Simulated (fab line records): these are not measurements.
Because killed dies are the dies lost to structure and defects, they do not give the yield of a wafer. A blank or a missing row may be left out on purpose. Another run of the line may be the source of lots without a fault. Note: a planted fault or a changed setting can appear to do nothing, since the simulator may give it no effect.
Matching of chambers :: flow nand-harc :: NHARC_A_STAIRCASE_TRIM_12 on rie-diel-08: 4 sister chambers
The step chemistry O2, time 211.2 s. 4 wafers are shown with their chamber, then 7 later ones without.

## WAFERS PAIRED WITH THEIR CHAMBERS
wafer: L343.5
chamber: 3
showerhead-plenum-p-Torr (Torr): 3.63

wafer: L347.6
chamber: 0
showerhead-plenum-p-Torr (Torr): 3.65

wafer: L348.1
chamber: 2
showerhead-plenum-p-Torr (Torr): 3.31

wafer: L348.4
chamber: 1
showerhead-plenum-p-Torr (Torr): 3.61

## WAFERS WHOSE CHAMBER IS MISSING
wafer: L348.5
showerhead-plenum-p-Torr (Torr): 3.62

wafer: L349.2
showerhead-plenum-p-Torr (Torr): 3.62

wafer: L349.4
showerhead-plenum-p-Torr (Torr): 3.64

wafer: L349.5
showerhead-plenum-p-Torr (Torr): 3.61

wafer: L352.1
showerhead-plenum-p-Torr (Torr): 3.64

wafer: L352.4
showerhead-plenum-p-Torr (Torr): 3.62

wafer: L352.6
showerhead-plenum-p-Torr (Torr): 3.31

## THE CHAMBER EACH PASSED THROUGH
wafer: L348.5
from the rows above: can't be placed: 3 or 1
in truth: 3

wafer: L349.2
from the rows above: can't be placed: 3 or 1
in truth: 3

wafer: L349.4
from the rows above: can't be placed: 0 or 3
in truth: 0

wafer: L349.5
from the rows above: 1
in truth: 1

wafer: L352.1
from the rows above: can't be placed: 0 or 3
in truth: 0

wafer: L352.4
from the rows above: can't be placed: 3 or 1
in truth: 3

wafer: L352.6
from the rows above: 2
in truth: 2
Correct placement for 2 of the 7. These rows do not allow placing 5 (true chamber among the candidates in 5). Wrongly placed: 0.
How it was worked out, from the rows above alone: a wafer's distance from a chamber is the root of the sum, over the readings, of the square of ((its reading less the chamber's mean) divided by the reading's scatter). If the next closest chamber is less than 2 further off than the closest, the wafer can't be placed; otherwise it belongs to the closest. For every chamber, the mean is computed from those of its wafers that are shown. The scatter: root of mean squared gap, hidden wafer to nearest shown wafer, with one shown wafer a chamber.
